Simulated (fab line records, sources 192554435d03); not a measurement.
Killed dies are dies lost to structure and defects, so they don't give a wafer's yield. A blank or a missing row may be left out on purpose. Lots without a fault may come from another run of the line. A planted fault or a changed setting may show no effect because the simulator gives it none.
Which tool did it? | flow n5_finfet | 10 lots, 30 wafers sampled, at 5 steps of a route of 1938

WHAT THE GAUGES READ, wafer by wafer
N5_MOL_CONTACT_COAG_OVL_MEAS_41.
lot  | measured     | on         | VD_OVL (nm)
L075 | day 5 15:51  | overlay-02 | -2.0 -0.5 -0.6
L077 | day 5 21:34  | overlay-02 | -0.3 -0.8 0.6
L079 | day 6 11:31  | overlay-02 | -0.2 -0.3 -0.2
L081 | day 6 21:30  | overlay-02 | 0.3 -0.1 0.3
L083 | day 7 11:56  | overlay-01 | 0.4 0.2 0.8
L085 | day 8 00:34  | overlay-02 | -0.6 0.7 -0.2
L087 | day 8 09:09  | overlay-02 | 0.0 0.1 -0.1
L091 | day 9 10:02  | overlay-01 | -1.1 -0.3 0.2
L093 | day 9 21:20  | overlay-01 | -0.9 -1.0 -0.2
L095 | day 10 08:27 | overlay-01 | -0.7 0.4 -0.5

WHICH TOOL RAN EACH LOT (tool, then ch and the chambers of the sampled wafers, then the start)
lot  | N5_GATE_CUT_VAPOR_ETCH_49        | N5_MOL_CONTACT_COAG_ETCH_59       | N5_MOL_CONTACT_COAG_ETCH_106      | N5_MOL_CONTACT_COAG_ETCHBACK_135
L075 | rie_metal-02 ch 0,1, day 5 01:15 | rie_diel-06 ch 0,1,3, day 5 04:47 | rie_diel-06 ch 0,1,3, day 5 04:52 | rie_diel-02 ch 0,1,3, day 5 14:59
L077 | rie_metal-02 ch 0,1, day 5 07:12 | rie_diel-05 ch 0,1,2, day 5 10:25 | rie_diel-05 ch 0,1,2, day 5 10:28 | rie_diel-02 ch 1,2,3, day 5 20:43
L079 | rie_metal-03 ch 0,1, day 5 20:56 | rie_diel-02 ch 0,3, day 6 00:29   | rie_diel-02 ch 0,3, day 6 00:32   | rie_diel-02 ch 1,3, day 6 10:48
L081 | rie_metal-01 ch 0,1, day 6 07:22 | rie_diel-06 ch 0,1,3, day 6 11:04 | rie_diel-06 ch 0,1,3, day 6 11:07 | rie_diel-02 ch 1,2,3, day 6 20:39
L083 | rie_metal-03 ch 0,1, day 6 16:53 | rie_diel-06 ch 0,1, day 6 20:55   | rie_diel-06 ch 0,1, day 6 20:58   | rie_diel-02 ch 0,3, day 7 11:13
L085 | rie_metal-01 ch 0,1, day 7 08:34 | rie_diel-02 ch 1,2, day 7 12:02   | rie_diel-02 ch 1,2, day 7 12:05   | rie_diel-06 ch 0,2, day 7 23:43
L087 | rie_metal-03 ch 0,1, day 7 18:53 | rie_diel-06 ch 0,2, day 7 22:13   | rie_diel-06 ch 0,2, day 7 22:16   | rie_diel-06 ch 0,3, day 8 08:23
L091 | rie_metal-03 ch 0,1, day 8 19:58 | rie_diel-05 ch 2,3, day 8 23:12   | rie_diel-05 ch 2,3, day 8 23:16   | rie_diel-06 ch 0,1, day 9 09:19
L093 | rie_metal-02 ch 0,1, day 9 08:11 | rie_diel-06 ch 0,1,3, day 9 11:30 | rie_diel-06 ch 0,1,3, day 9 11:33 | rie_diel-02 ch 0,1,3, day 9 20:29
L095 | rie_metal-01 ch 0,1, day 9 18:30 | rie_diel-05 ch 1,2,3, day 9 21:50 | rie_diel-05 ch 1,2,3, day 9 21:53 | rie_diel-05 ch 0,1,3, day 10 07:36
- N5_GATE_CUT_VAPOR_ETCH_49: etches TiAlC in BCl3/Cl2.
- N5_MOL_CONTACT_COAG_ETCH_59: etches underlayer in N2/H2, target depth 13 nm, time 10.4 s.
- N5_MOL_CONTACT_COAG_ETCH_106: etches SOC in N2/H2, target depth 80 nm, overetch 16 nm, time 120 s.
- N5_MOL_CONTACT_COAG_ETCHBACK_135: etches SiO2 in CHF3, target depth 25 nm, time 16.7 s.

THE ANSWER, worked out from the rows above alone
Rule: what is usual is taken from the lots themselves. Put in order of their means at a reading, lots are off if they are a third of the lots or fewer, leave a main group of 4 or more, and stand apart from it by a gap of 3 or more times the standard deviation of the main group's means; of several such gaps the widest counts. A main group whose means are all the same, to the digits that the tables above print for the reading, isn't used. A lot without any number at a reading at which 4 lots or more have one is off too. The other lots that the step has rows for count as sound.
No lot is off at any reading shown: from this, nothing can be told.

WHAT THE SIMULATOR HAD PUT IN
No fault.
